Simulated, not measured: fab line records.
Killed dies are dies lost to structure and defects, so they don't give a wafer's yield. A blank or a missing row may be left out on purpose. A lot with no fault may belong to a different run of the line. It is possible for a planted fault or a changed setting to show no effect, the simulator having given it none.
Matching of chambers || flow n5-finfet || N5_BEOL_M14_CMP_49 on cmp-01: 4 sister chambers
The step polishes, stops on SiO2, t overpolish 5.2 s, target thk 560 nm. 4 wafers are shown with their chamber, then 7 later ones without.

== WAFERS PAIRED WITH THEIR CHAMBERS ==
{"wafer": "L085.1", "chamber": 3, "motor-current-A (A)": 9.1}
{"wafer": "L085.2", "chamber": 0, "motor-current-A (A)": 6.8}
{"wafer": "L088.3", "chamber": 1, "motor-current-A (A)": 6.8}
{"wafer": "L088.4", "chamber": 2, "motor-current-A (A)": 8.5}

== WAFERS MISSING THEIR CHAMBER ==
{"wafer": "L088.5", "motor-current-A (A)": 9.0}
{"wafer": "L091.1", "motor-current-A (A)": 8.8}
{"wafer": "L091.5", "motor-current-A (A)": 6.8}
{"wafer": "L091.6", "motor-current-A (A)": 9.2}
{"wafer": "L095.1", "motor-current-A (A)": 6.6}
{"wafer": "L095.4", "motor-current-A (A)": 8.8}
{"wafer": "L095.6", "motor-current-A (A)": 6.9}

== THE CHAMBER EACH PASSED THROUGH ==
{"wafer": "L088.5", "from the rows above": 3, "in truth": 3}
{"wafer": "L091.1", "from the rows above": "can't be placed: 3 or 2", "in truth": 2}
{"wafer": "L091.5", "from the rows above": "can't be placed: 0 or 1", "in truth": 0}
{"wafer": "L091.6", "from the rows above": 3, "in truth": 3}
{"wafer": "L095.1", "from the rows above": "can't be placed: 0 or 1", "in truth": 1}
{"wafer": "L095.4", "from the rows above": "can't be placed: 3 or 2", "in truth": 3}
{"wafer": "L095.6", "from the rows above": "can't be placed: 0 or 1", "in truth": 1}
Placed correctly: 2 of 7. From these rows, 5 cannot be placed; in 5 the true chamber is one of the candidates. Placed wrongly: 0.
How it was worked out, from the rows above alone: a wafer's distance from a chamber is the root of the sum, over the readings, of the square of ((its reading less the chamber's mean) divided by the reading's scatter). If the next closest chamber is less than 2 further off than the closest, the wafer can't be placed; otherwise it belongs to the closest. For every chamber, the mean is computed from those of its wafers that are shown. The scatter (one wafer shown for each chamber): square how far every hidden wafer sits from the nearest shown wafer, average those squares and take the square root.
